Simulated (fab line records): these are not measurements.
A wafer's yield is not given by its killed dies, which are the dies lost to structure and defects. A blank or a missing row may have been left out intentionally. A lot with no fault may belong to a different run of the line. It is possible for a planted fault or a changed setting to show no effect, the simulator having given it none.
Which tool is to blame? -- flow nand harc -- 6 lots with 18 wafers sampled at 2 steps, on a route of 1159 steps

## WHAT THE GAUGES READ, wafer by wafer
NHARC_P_STI_OCD_MEAS_17.
lot,measured,on,trench depth nm (nm)
L451,day 2 14:38,ocd-02,300.1 300.5 299.2
L455,day 3 19:23,ocd-01,296.8 299.9 303.0
L458,day 4 11:53,ocd-01,304.2 299.4 300.1
L462,day 5 12:03,ocd-01,299.9 297.9 301.9
L471,day 7 17:43,ocd-02,241.3 237.5 241.2
L473,day 8 02:44,ocd-01,298.4 300.6 301.2

## TOOL THAT RAN EACH LOT (tool first, then ch and the chambers of the sampled wafers, then the start)
lot,NHARC_P_STI_ETCH_15
L451,"rie si-03 ch 1,2,3, day 2 14:23"
L455,"rie si-06 ch 1,2,3, day 3 19:08"
L458,"rie si-03 ch 0,2, day 4 11:36"
L462,"rie si-03 ch 0,2,3, day 5 11:47"
L471,"rie si-06 ch 0,1,2, day 7 17:31"
L473,"rie si-03 ch 1,2,3, day 8 02:29"
- NHARC_P_STI_ETCH_15: etches the open film in HBr/Cl2, target depth 300 nm, time 100.1 s.

## THE ANSWER, worked out from the rows above alone
Rule: usual is defined by the lots themselves. The widest of any qualifying gaps counts: lots, ordered by their means at a reading, are off when they make up no more than a third of the lots, leave a main group of 4 or more, and stand apart from it by 3 or more times the standard deviation of that group's means. A main group is skipped when, at the precision printed for the reading in the tables above, its means are all equal. A lot without any number at a reading at which 4 lots or more have one is off too. Any other lot the step has rows for is counted as sound.
Off at NHARC_P_STI_OCD_MEAS_17 (trench depth nm): L471. Main group: mean 300.2 nm, sd 0.52.
If a tool, at a process step before that reading, ran all the lots that are off and no sound lot after the first of them, it fits. Those tools and the gauges at NHARC_P_STI_OCD_MEAS_17 are tried in the same way. Undecided on this evidence; 2 tools fit (rie si-06 at NHARC_P_STI_ETCH_15, ocd-02 at NHARC_P_STI_OCD_MEAS_17).

## WHAT HAD BEEN PUT IN BY THE SIMULATOR
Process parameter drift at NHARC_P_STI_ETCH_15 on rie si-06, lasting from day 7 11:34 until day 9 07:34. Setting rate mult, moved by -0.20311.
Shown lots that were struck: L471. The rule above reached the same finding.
